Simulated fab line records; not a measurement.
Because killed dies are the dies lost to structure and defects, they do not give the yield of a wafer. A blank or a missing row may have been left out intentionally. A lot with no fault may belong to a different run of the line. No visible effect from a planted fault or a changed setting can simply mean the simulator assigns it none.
Split-lot trial	flow n5_finfet	21 wafers read across 7 lots, on a route 1938 steps long

== SPLIT DETAILS ==
At N5_BEOL_M3_VIA_ETCH_34 (etches the open film in C4F6/O2, target depth 69.4 nm, time 65.9 s), the setting time_s was moved away from the recipe's 65.9 s on 6 of the 21 wafers read, by -19.7% to +12.9%. All remaining wafers had this setting at the recipe value.

The split's own step is where the reading is taken.

== THE READING ==
SOC_of_BEOL_M3_COAT_67.thk_nm (the simulator's own value, which no gauge read), in nm, at N5_BEOL_M3_VIA_ETCH_34 (etches the open film in C4F6/O2, target depth 69.4 nm, time 65.9 s). The file does not state a usual value for it. Across the 15 wafers here that went through the recipe, the average is 52.1 nm and the standard deviation 0.32 nm.

wafer	tool, chamber at the split	time_s as run, s	against the recipe	SOC_of_BEOL_M3_COAT_67.thk_nm, nm	against lot-mates on the recipe
L075.1	rie_diel-03, 0	74.42	+12.9%	51	-1.0
L075.2	rie_diel-03, 2	65.9	recipe	52	-
L075.5	rie_diel-03, 0	74.42	+12.9%	51	-1.0
L082.1	rie_diel-02, 0	65.9	recipe	51.8	-
L082.2	rie_diel-02, 1	65.9	recipe	52	-
L082.4	rie_diel-02, 3	65.9	recipe	51.8	-
L087.3	rie_diel-03, 3	52.9	-19.7%	53.8	+1.5
L087.5	rie_diel-03, 1	65.9	recipe	52.4	-
L087.6	rie_diel-03, 3	65.9	recipe	52.2	-
L090.4	rie_diel-06, 3	65.9	recipe	52	-
L090.5	rie_diel-06, 1	65.9	recipe	52	-
L090.6	rie_diel-06, 2	58.92	-10.6%	53.4	+1.4
L091.3	rie_diel-06, 1	65.9	recipe	51.8	-
L091.4	rie_diel-06, 3	58.05	-11.9%	52.6	+0.8
L091.5	rie_diel-06, 0	58.05	-11.9%	53	+1.2
L092.1	rie_diel-03, 2	65.9	recipe	51.4	-
L092.4	rie_diel-03, 1	65.9	recipe	52.2	-
L092.5	rie_diel-03, 0	65.9	recipe	51.8	-
L097.3	rie_diel-02, 2	65.9	recipe	52.6	-
L097.4	rie_diel-02, 1	65.9	recipe	52.6	-
L097.5	rie_diel-02, 2	65.9	recipe	52.4	-

FIT RESULTS
A straight line over all 21 wafers: SOC_of_BEOL_M3_COAT_67.thk_nm changes by -0.0834 nm for each +1% of time_s; r = -0.89; the points scatter about the line by 0.32 nm.
The same after taking each lot's own level away (the mean of its wafers on the recipe; 21 wafers): -0.0834 nm for each +1%; r = -0.95; scatter 0.2 nm.
That fit puts the effect of the largest move of time_s on the reading at 1.6 nm.
The span of the lots' own levels, 51.80 to 52.53 nm, comes to 2.3 times the standard deviation stated above.
The two slopes agree, so the slope changes little with the lot-to-lot level.
Check: +1.77 nm against its lot-mates is what the line predicts for one of the wafers moved furthest among these (-19.7%) when that wafer is left out of the fit. Against them it came out at +1.5 nm.

== OTHER SPLITS ON THESE WAFERS ==
Note: prior to the reading, these wafers also went through further splits. Each is held against what the fit with the lots' levels taken away leaves over:
other split on the same wafers	wafers away from the commonest value	r with SOC_of_BEOL_M3_COAT_67.thk_nm (lot level and that fit taken away)
N5_BEOL_M0_CUTY_EXPOSE_54 dose_mj	7	-0.27
N5_BEOL_M0_ETCH_138 source_w	6	+0.01
N5_BEOL_M1_ETCH_64 source_w	7	+0.07

== THE WHOLE CHAIN: every reading that the file lists as answering this split, in the file's order ==
step	what it does	reading	change (the file's fit)	r (the file's)
N5_BEOL_M3_VIA_ETCH_34	etches the open film in C4F6/O2, target depth 69.4 nm, time 65.9 s	etch.depth_nm (the simulator's own value, which no gauge read)	+0.739 nm for each +1% of the setting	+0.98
N5_BEOL_M3_VIA_ETCH_34	etches the open film in C4F6/O2, target depth 69.4 nm, time 65.9 s	SOC_of_BEOL_M3_COAT_67.thk_nm (the simulator's own value, which no gauge read)	-0.0855 nm for each +1% of the setting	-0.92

== THE FILE'S OWN FIT ==
SOC_of_BEOL_M3_COAT_67.thk_nm changes by -0.0855 nm for each +1% of time_s, r = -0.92.
